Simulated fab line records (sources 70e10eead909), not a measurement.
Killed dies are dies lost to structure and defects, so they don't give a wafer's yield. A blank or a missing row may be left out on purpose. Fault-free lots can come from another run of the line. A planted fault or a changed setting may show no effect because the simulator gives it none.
Struck lot and sound lot, side by side -- flow nand-harc -- 17 steps out of a route of 1302
Sound: wafers L814.2, L814.4, L814.6. Struck: wafer L826.5 (L826.2, L826.6, from the same lot, were not struck and are left out); the cause is given at the end.
At each step with rows: each side's tool, then ch and its chambers, then its first start. Under that, the readings that differ: sound wafers -- struck wafers -- difference of the means -- sigmas: that difference in standard deviations of wafers without a fault.
alike: words and numbers the same on both sides, and readings whose means are apart by under 2 such deviations; not compared: readings that were withheld, readings missing a value for some wafer, numbers with overlapping values and no deviation given by the record, and bounds like >300 which may hide the same value.
Wherever a step has rows on one side only, a row that says differs or no value, or a row with sigmas, the two part there. Numbers that have no deviation but don't overlap get no sigmas and don't part them. A reading missing from all wafers of one side parts the sides only when that side holds two or more wafers.

NHARC_A_M1_INSPECT_11:
  sound on defect-inspect-01, day 26 18:28; struck on defect-inspect-01, day 31 01:18
  alike: raw-defect-count
then, 1 step without rows for these wafers: NHARC_A_M1_DESCUM_14 (chemistry O2, time 3 s).
NHARC_A_M1_ETCH_35: etches the open film in N2/H2, target depth 40 nm, overetch 12 nm, time 43.94 s.
  sound on rie-diel-03 ch 0,1,3, day 26 18:37; struck on rie-diel-04 ch 0, day 31 01:26
  alike: drypump-motor-current-A, oes-product-au, rf-vpp-V, showerhead-plenum-p-Torr, throttle-valve-pct
  not compared: rf-hours-counter-h
then, 1 step without rows for these wafers: NHARC_A_M1_ETCH_15 (etches the open film in C4F8/Ar, target depth 182.5 nm, time 91.2 s).
NHARC_A_M1_CD_MEAS_16:
  sound on cd-sem-02, day 26 18:49; struck on cd-sem-03, day 31 01:40
  alike: cd-nm
NHARC_A_M1_STRIP_18: strips in N2/H2.
  sound on rie-diel-04 ch 0,1,3, day 26 18:57; struck on rie-diel-02 ch 1, day 31 01:44
  alike: drypump-motor-current-A, oes-product-au, rf-vpp-V, showerhead-plenum-p-Torr, throttle-valve-pct
  not compared: rf-hours-counter-h
NHARC_A_M1_ETCH_28: etches the open film in CF4/N2, target depth 30 nm, time 72.99 s.
  sound on rie-diel-04 ch 2,3; struck on rie-diel-02 ch 3
reading,sound,struck,difference,sigmas
drypump-motor-current-A (A),6.8 5.4 6.8,4.7,-1.6,-3
rf-vpp-V (V),312.2 314.5 311.1,318.2,+5.6,+3
showerhead-plenum-p-Torr (Torr),2.55 2.60 2.55,2.80,+0.23,+2
  alike: oes-product-au, throttle-valve-pct
  not compared: rf-hours-counter-h
then, 1 step without rows for these wafers: NHARC_A_M1_STRIP_19 (strips in post etch residue remover, time 600 s).
NHARC_A_M1_DEGAS_29: time 60 s.
  sound on pvd-sputter-01, day 26 19:32; struck on pvd-sputter-02, day 31 02:23
  alike: heater-power-w
then, 3 steps without rows for these wafers: NHARC_A_M1_PRE_CLEAN_30 (time 30 s); NHARC_A_M1_PVD_20 (deposits TaN, target thk 5 nm, time 8.06 s); NHARC_A_M1_PVD_21 (deposits Cu, target thk 30 nm, time 20.49 s).
NHARC_A_M1_ECD_22: material Cu, target thk 400 nm.
  sound on ecd-cu-01 ch 0,1, day 26 19:53; struck on ecd-cu-02 ch 0,1, day 31 02:47
NHARC_A_M1_ANNEAL_31: time 90 s.
  sound on rtp-anneal-01 ch 0, day 26 20:19; struck on rtp-anneal-02 ch 0, day 31 03:10
  alike: wafer_temp_C_max
NHARC_A_M1_CMP_23: polishes, t overpolish 20 s, target thk 154.34 nm.
  sound on cmp-04 ch 0,1, day 26 20:37; struck on cmp-03 ch 3, day 31 03:29
reading,sound,struck,difference,sigmas
time-to-endpoint-s (s),32.7 30.3 30.3,42.0,+10.9,+5
  alike: motor-current-A
NHARC_A_M1_THK_MEAS_24: measures by xrf.
  sound on film-metro-01, day 26 20:56; struck on film-metro-01, day 31 03:46
  alike: thk-nm
NHARC_END_SORT_01:
  the record has rows for the sound wafers here (prober-01 ch 0, day 28 08:24) and none for the struck ones

== WHERE THEY PART ==
First at NHARC_A_M1_ETCH_28; last, within this record, at NHARC_END_SORT_01.

WHY: what had been put in by the simulator
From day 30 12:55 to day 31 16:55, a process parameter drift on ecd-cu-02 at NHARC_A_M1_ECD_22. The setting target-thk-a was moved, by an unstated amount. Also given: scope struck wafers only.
